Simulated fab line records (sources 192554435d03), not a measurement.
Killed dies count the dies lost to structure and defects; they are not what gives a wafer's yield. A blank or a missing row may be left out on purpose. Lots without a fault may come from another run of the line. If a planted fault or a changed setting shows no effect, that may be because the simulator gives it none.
Problem report in the 8D (eight disciplines) form, filled by code ; flow n5 finfet ; the parts of the form that need people (team, actions taken, sign-off) are left out

== 1. WHAT WENT WRONG ==
killed at other at N5_PASSIVATION_PROBE_49 reads a mean of 1077 on 3 wafers of 2 lots; wafers without a fault read 4 with a standard deviation of 3.3. That is +99 or more standard deviations from the usual mean.
First seen on wafer L588.2, day 17 17:15, on prober-01. At this step, 12 wafers from 4 lots have a number in the record. The rule behind "out" and "out of limits": a value lying over 4 standard deviations away from the usual mean. All remaining wafers that have a number are taken as sound.

== 2. WHAT IT IS; WHAT IT IS NOT ==
question;is;is not
which readings at this step;killed at other, defect limited yield, killed dies, killed on rim, sort_bin_5_function, sort n pass, sort yield pct;killed_at_M0_to_M3, killed_at_M4_up, killed at front end, killed open, killed short, sort_bin_4_leakage, sort_bin_6_memory, sort_bin_8_speed
which lots;L587, L588;L586, L589
which wafers of those lots;L587.2, L587.6, L588.2;L587.4, L588.1, L588.4
read on which tools;prober-01, prober-02;-
when;from day 17 17:15;"up to then (7 sound wafers); but 2 sound wafers of L587, L588 came after"

== 3. THE SUSPECTS, EACH WITH WHAT RULES IT OUT ==
Counting: any tool at a process step up to the reading remains a suspect provided it ran every lot that is out. Sound lots after the first of them don't rule it out here, since some wafers of a struck lot are sound.
- rie metal-03 at N5_MIM_TOP_ETCH_ETCH_00 (etches TiN in Cl2/BCl3, target depth 38.5 nm): kept. Every lot that is out went through it, the first being L588 (day 17 04:13); the last sound lot it ran before that was L589 (day 17 01:52).
- rie diel-04 at N5_PASSIVATION_STRIP_34 (strips in O2): kept. Every lot that is out went through it, the first being L588 (day 17 12:53); the last sound lot it ran before that was L586 (day 17 00:30).
What counting leaves: rie metal-03 at N5_MIM_TOP_ETCH_ETCH_00 and rie diel-04 at N5_PASSIVATION_STRIP_34.

== 4. THE CAUSE (what the simulator had put in) ==
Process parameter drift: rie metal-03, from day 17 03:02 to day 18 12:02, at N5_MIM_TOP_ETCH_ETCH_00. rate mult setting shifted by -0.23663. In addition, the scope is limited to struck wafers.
This tool is one of the 2 suspects left after counting.

== 5. THE CHAIN OF EFFECTS, in route order ==
One row per reading whose mean, taken over the struck wafers that have a number, lies over 3 standard deviations from the usual. Only readings for which the record gives a usual standard deviation are gone through. hours: the time from each lot's start at the first step in this table that gives one to its start at this step, as a median over the lots. sigmas: the change in usual standard deviations.
hours;step;reading;usual;on struck wafers;change;sigmas
0;N5_PASSIVATION_PROBE_49;defect limited yield;91.2 %;0.5;-90.7;-60
0;N5_PASSIVATION_PROBE_49;killed at other;4;1077;+1073;+99 or more
0;N5_PASSIVATION_PROBE_49;killed dies;104;1174;+1070;+59
0;N5_PASSIVATION_PROBE_49;killed on rim;14;151;+137;+33
0;N5_PASSIVATION_PROBE_49;sort_bin_5_function;5.2 %;95.5;+90.3;+90
0;N5_PASSIVATION_PROBE_49;sort n pass;1076;6;-1070;-59
0;N5_PASSIVATION_PROBE_49;sort yield pct;91.2 %;0.5;-90.7;-60
It contains these process steps:
- N5_PASSIVATION_PROBE_49

== 6. WHAT WOULD HAVE CAUGHT IT SOONER ==
The fault began at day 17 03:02; the first out-of-limits reading in this record came at day 17 17:15, 14 hours later.
No tool reading at N5_MIM_TOP_ETCH_ETCH_00 that has a usual standard deviation in the record was out on any struck wafer, so an alarm limit of 4 standard deviations on those readings would not have fired.
Among the 2 lots that are out, L587 began N5_MIM_TOP_ETCH_ETCH_00 on rie metal-03 after day 17 17:15. Putting the tool on hold at that point would have spared it.
